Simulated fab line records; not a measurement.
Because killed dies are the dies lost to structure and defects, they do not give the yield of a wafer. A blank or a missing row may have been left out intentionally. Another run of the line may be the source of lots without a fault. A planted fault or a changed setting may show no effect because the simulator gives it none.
A lot that was struck, set against a sound lot :: flow nandHarc :: 14 steps out of a route of 1302
Sound: these wafers, L881.2, L881.3, L881.6. Struck: wafer L889.5. (L889.1, L889.2 of the same lot were not struck and are left out.) The cause comes at the end.
Each step with rows lists, per side, the tool, then ch with its chambers, then its first start. Under that, the readings that differ: sound wafers :: struck wafers :: difference of the means :: sigmas: that difference in standard deviations of wafers without a fault.
alike: a reading whose means differ by less than 2 such deviations, as well as words and numbers matching on both sides. not compared: withheld readings; readings where some wafer has no value; bounds like >300 that might hide an equal value; numbers whose values overlap and for which the record gives no deviation.
The two part at a step that has a row with sigmas, a row that says differs or no value, or rows on one side only. When numbers do not overlap yet have no deviation, they are printed without sigmas and do not part them. A reading that every wafer of one side lacks parts them only if that side has two wafers or more.

first, 1 step without rows for these wafers: NHARC_A_WL_FILL_ANNEAL_08 (time 1800 s).
NHARC_A_WL_FILL_ALD_10: deposits SiO2, target thk 50 nm, pulse time 10 s, ald cycles 500.
  sound on aldHk-03 ch 1,2, day 21 10:13; struck on aldHk-04 ch 2, day 24 11:01
  alike: heaterPowerOuterW, heaterPowerW, precursorPulseHeightRel
  not compared: aldCycles
NHARC_A_WL_FILL_ETCHBACK_16: etches the open film in C4F8/O2/Ar, target depth 120 nm, time 24 s.
  sound: rieDiel-12 ch 0,2; struck: rieDiel-02 ch 3
reading: rfFwdPowerW (W)
sound: 586 594 584
struck: 596
difference: +8
sigmas: +2
  alike: oesProductAu, rfVppV
  not compared: rfHoursCounterH
NHARC_A_WL_FILL_STRIP_29: strips in O2, time 20 s.
  sound on rieDiel-12 ch 1,2,3, day 21 14:59; struck on rieDiel-02 ch 2, day 24 13:41
reading: showerheadPlenumPTorr (Torr)
sound: 3.67 3.65 3.75
struck: 3.39
difference: -0.30
sigmas: -2
  alike: drypumpMotorCurrentA, oesProductAu, rfVppV, throttleValvePct
  not compared: rfHoursCounterH
then, 4 steps without rows for these wafers: NHARC_A_WL_FILL_ETCHBACK_17 (etches the open film in Cl2/BCl3, target depth 4 nm, time 26.7 s); NHARC_A_WL_FILL_PRECLEAN_18 (cleans in dHF, time 30 s); NHARC_A_WL_FILL_SRD_21; NHARC_A_WL_FILL_CVD_23 (deposits poly-Si, target thk 40 nm, time 800 s).
NHARC_A_WL_FILL_ETCHBACK_26: etches the open film in HBr, target depth 52 nm, time 13.3 s.
  sound on rieSi-01 ch 0,1,2, day 21 20:21; struck on rieSi-06 ch 2, day 24 19:04
  alike: drypumpMotorCurrentA, oesProductAu, rfFwdPowerW, throttleValvePct
  not compared: rfHoursCounterH
then, 2 steps without rows for these wafers: NHARC_A_WL_FILL_PRECLEAN_30 (cleans in dHF, time 10 s); NHARC_A_WL_FILL_SRD_14.
NHARC_A_WL_FILL_ALD_19: deposits TiN, target thk 2 nm, pulse time 3 s, ald cycles 100.
  sound on aldMetal-03 ch 0,1, day 21 20:37; struck on aldMetal-01 ch 0, day 24 19:20
reading: aldCycles
sound: 100 100 100
struck: 44
difference: -56
sigmas: 
  alike: heaterPowerOuterW, heaterPowerW, precursorPulseHeightRel
NHARC_A_WL_FILL_CVD_20: deposits W, target thk 100 nm, time 74 s.
  sound: cvdW-02 ch 0,1; struck: cvdW-01 ch 0
reading: heaterPowerOuterW (W)
sound: 580 669 659
struck: 357
difference: -279
sigmas: -2

reading: heaterPowerW (W)
sound: 1018 1004 990
struck: 605
difference: -399
sigmas: -2
  alike: mfcWf6Sccm, throttleValvePct
-- record jumps: 4 days between struck wafers' starts before vs after; left off in module A_WL_FILL, resumes in module END, first step shown is number 1302 of the route --
NHARC_END_SORT_01:
  sound on prober-01 ch 0, day 25 10:46; struck on prober-01 ch 0, day 28 08:16
reading: hold
sound: - - -
struck: awaitDispo/6.1h/release
difference: no value on the sound wafers
sigmas: 

reading: killedAtArray
sound: 21 27 31
struck: 672
difference: +646
sigmas: +34

reading: killedDies
sound: 21 33 32
struck: 677
difference: +648
sigmas: +34
  alike: killedAtOther, killedAtPeriphery, killedOpen, killedShort

WHERE THEY PART
Last at NHARC_END_SORT_01 as far as this record goes, first at NHARC_A_WL_FILL_ETCHBACK_16.

WHY: the cause the simulator had injected
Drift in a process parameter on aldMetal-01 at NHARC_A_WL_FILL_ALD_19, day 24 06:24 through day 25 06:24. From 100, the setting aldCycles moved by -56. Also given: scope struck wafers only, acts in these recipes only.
